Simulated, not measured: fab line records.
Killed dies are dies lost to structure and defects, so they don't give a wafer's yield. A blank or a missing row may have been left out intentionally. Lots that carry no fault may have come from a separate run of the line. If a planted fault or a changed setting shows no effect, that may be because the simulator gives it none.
The tool behind it: which one? + flow n5Finfet + route of 1938 steps, sampled at 1 step: 24 lots, 72 wafers

## WHAT THE GAUGES READ, wafer by wafer
N5_DUMMY_GATE_INSPECT_17: inspects for defects (brightfield). Usual: rawDefectCount 192, standard deviation 53.
| lot  | measured    | on               | rawDefectCount | flag |
|------|-------------|------------------|----------------|------|
| L074 | day 2 22:22 | defectInspect-01 | 195 150 228    |      |
| L075 | day 3 03:18 | defectInspect-01 | 143 147 163    |      |
| L076 | day 3 10:53 | defectInspect-01 | 133 217 254    |      |
| L077 | day 3 16:56 | defectInspect-02 | 257 290 289    |      |
| L078 | day 3 22:41 | defectInspect-01 | 222 178 222    |      |
| L079 | day 4 05:20 | defectInspect-02 | 158 158 119    |      |
| L080 | day 4 09:49 | defectInspect-02 | 209 196 113    |      |
| L081 | day 4 16:14 | defectInspect-02 | 204 174 263    |      |
| L082 | day 4 21:34 | defectInspect-02 | 172 267 226    |      |
| L083 | day 5 04:22 | defectInspect-02 | 238 254 166    |      |
| L084 | day 5 17:03 | defectInspect-02 | 230 216 233    |      |
| L085 | day 5 17:28 | defectInspect-02 | 179 116 136    |      |
| L086 | day 6 04:53 | defectInspect-02 | 171 146 129    |      |
| L087 | day 6 04:55 | defectInspect-01 | 124 224 229    |      |
| L088 | day 6 12:39 | defectInspect-02 | 182 222 146    |      |
| L089 | day 6 16:54 | defectInspect-01 | 213 146 177    |      |
| L090 | day 6 22:07 | defectInspect-01 | 169 129 189    |      |
| L091 | day 7 04:13 | defectInspect-01 | 159 185 148    |      |
| L092 | day 7 14:26 | defectInspect-02 | 169 147 204    |      |
| L093 | day 7 15:29 | defectInspect-02 | 244 260 246    |      |
| L094 | day 7 23:17 | defectInspect-01 | 158 109 105    |      |
| L095 | day 8 06:14 | defectInspect-02 | 237 155 234    |      |
| L096 | day 8 10:07 | defectInspect-02 | 237 152 237    |      |
| L097 | day 8 17:16 | defectInspect-02 | 249 230 181    |      |

## WHAT TOOL EACH LOT RAN ON (gives the tool, then ch and the chambers of the sampled wafers, and finally the start)
There is no process step in the record ahead of these readings.

## AS READ BY THE TOOLS THEMSELVES (means over the sampled wafers that have a number; for cases with no such wafer, the mark the record gives instead)
The record holds no such reading with a usual standard deviation.

## THE ANSWER, worked out from the rows above alone
Rule: a lot is off if the mean of its wafers that have a number lies more than 3 standard deviations from the usual mean. Also off: a lot with no number at a reading for which 4 or more lots have one. The other lots that the step has rows for count as sound. Order of review: gauges by route order, followed by the tools' own readings, for which a lot's mean as printed above is used. The first step at which some lot is off is used, and at that step the reading that is off furthest; a lot without a number counts as furthest.
Across all readings shown, no lot is off: no conclusion can be drawn from this.

## WHAT THE SIMULATOR HAD PUT IN
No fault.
